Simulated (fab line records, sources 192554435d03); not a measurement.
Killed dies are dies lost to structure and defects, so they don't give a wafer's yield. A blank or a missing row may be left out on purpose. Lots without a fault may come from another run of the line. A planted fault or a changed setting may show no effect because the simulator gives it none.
Which tool did it? | flow n5_finfet | 9 lots, 27 wafers sampled, at 2 steps of a route of 1938

WHAT THE GAUGES READ, wafer by wafer
N5_SDB_OVL_MEAS_12.
lot  | measured    | on         | SDB_OVL (nm)
L075 | day 3 21:42 | overlay-02 | 1.7 1.5 2.2
L079 | day 5 00:38 | overlay-02 | 0.0 0.2 0.1
L082 | day 5 19:07 | overlay-01 | -0.4 -0.2 -0.8
L084 | day 6 05:04 | overlay-01 | -0.2 1.2 1.7
L086 | day 6 21:44 | overlay-01 | -0.5 0.9 1.3
L089 | day 7 12:26 | overlay-01 | 0.0 -1.7 0.1
L090 | day 7 19:35 | overlay-02 | 0.6 0.3 -0.5
L092 | day 8 07:38 | overlay-02 | 1.9 0.4 0.9
L095 | day 9 03:12 | overlay-02 | 0.5 1.4 0.8

WHICH TOOL RAN EACH LOT (tool, then ch and the chambers of the sampled wafers, then the start)
lot  | N5_SD_EPI_P_STRIP_40
L075 | plasma_asher-02 ch 0,1, day 3 10:25
L079 | plasma_asher-01 ch 0,1, day 4 13:04
L082 | plasma_asher-02 ch 0,1, day 5 07:46
L084 | plasma_asher-02 ch 0,1, day 5 18:34
L086 | plasma_asher-01 ch 0,1, day 6 11:16
L089 | plasma_asher-01 ch 0,1, day 7 01:52
L090 | plasma_asher-02 ch 0,1, day 7 09:06
L092 | plasma_asher-02 ch 0,1, day 7 21:11
L095 | plasma_asher-02 ch 0,1, day 8 15:43
- N5_SD_EPI_P_STRIP_40: strips in N2/H2.

THE ANSWER, worked out from the rows above alone
Rule: what is usual is taken from the lots themselves. Put in order of their means at a reading, lots are off if they are a third of the lots or fewer, leave a main group of 4 or more, and stand apart from it by a gap of 3 or more times the standard deviation of the main group's means; of several such gaps the widest counts. A main group whose means are all the same, to the digits that the tables above print for the reading, isn't used. A lot without any number at a reading at which 4 lots or more have one is off too. The other lots that the step has rows for count as sound.
No lot is off at any reading shown: from this, nothing can be told.

WHAT THE SIMULATOR HAD PUT IN
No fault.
